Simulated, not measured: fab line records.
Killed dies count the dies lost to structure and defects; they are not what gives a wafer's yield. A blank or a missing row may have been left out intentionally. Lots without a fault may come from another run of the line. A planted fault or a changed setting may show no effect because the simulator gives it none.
Matching of chambers :: flow nand harc :: NHARC_A_WL_FILL_ALD_02 on ald metal-02: 4 sister chambers
The step deposits TiN, target thk 2 nm, pulse time 3 s, ald cycles 100. 4 wafers are shown with their chamber, then 9 later ones without.

== WAFERS, EACH WITH ITS CHAMBER ==
wafer: L081.1
chamber: 3
heater power w (W): 975

wafer: L088.2
chamber: 2
heater power w (W): 1037

wafer: L088.3
chamber: 0
heater power w (W): 1416

wafer: L088.5
chamber: 1
heater power w (W): 1129

== WAFERS WITHOUT THEIR CHAMBER ==
wafer: L090.2
heater power w (W): 1412

wafer: L090.5
heater power w (W): 1003

wafer: L090.6
heater power w (W): 1027

wafer: L092.2
heater power w (W): 1381

wafer: L092.4
heater power w (W): 989

wafer: L092.5
heater power w (W): 1395

wafer: L097.1
heater power w (W): 1000

wafer: L097.3
heater power w (W): 997

wafer: L097.5
heater power w (W): 1050

== WHICH CHAMBER EACH ONE RAN IN ==
wafer: L090.2
from the rows above: 0
in truth: 0

wafer: L090.5
from the rows above: can't be placed: 3 or 2
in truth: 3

wafer: L090.6
from the rows above: can't be placed: 2 or 3
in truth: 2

wafer: L092.2
from the rows above: 0
in truth: 0

wafer: L092.4
from the rows above: can't be placed: 3 or 2
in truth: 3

wafer: L092.5
from the rows above: 0
in truth: 0

wafer: L097.1
from the rows above: can't be placed: 3 or 2
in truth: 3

wafer: L097.3
from the rows above: can't be placed: 3 or 2
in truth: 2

wafer: L097.5
from the rows above: 2
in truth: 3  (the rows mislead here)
Placed correctly: 3 of 9. Cannot be placed on the basis of these rows: 5; the candidates contain the true chamber in 5. 1 placed wrongly.
How it was worked out, from the rows above alone: a wafer's distance from a chamber is the root of the sum, over the readings, of the square of ((its reading less the chamber's mean) divided by the reading's scatter). If the next closest chamber is less than 2 further off than the closest, the wafer can't be placed; otherwise it belongs to the closest. A chamber's mean is the mean of its shown wafers. The scatter (one wafer shown for each chamber): square how far every hidden wafer sits from the nearest shown wafer, average those squares and take the square root.
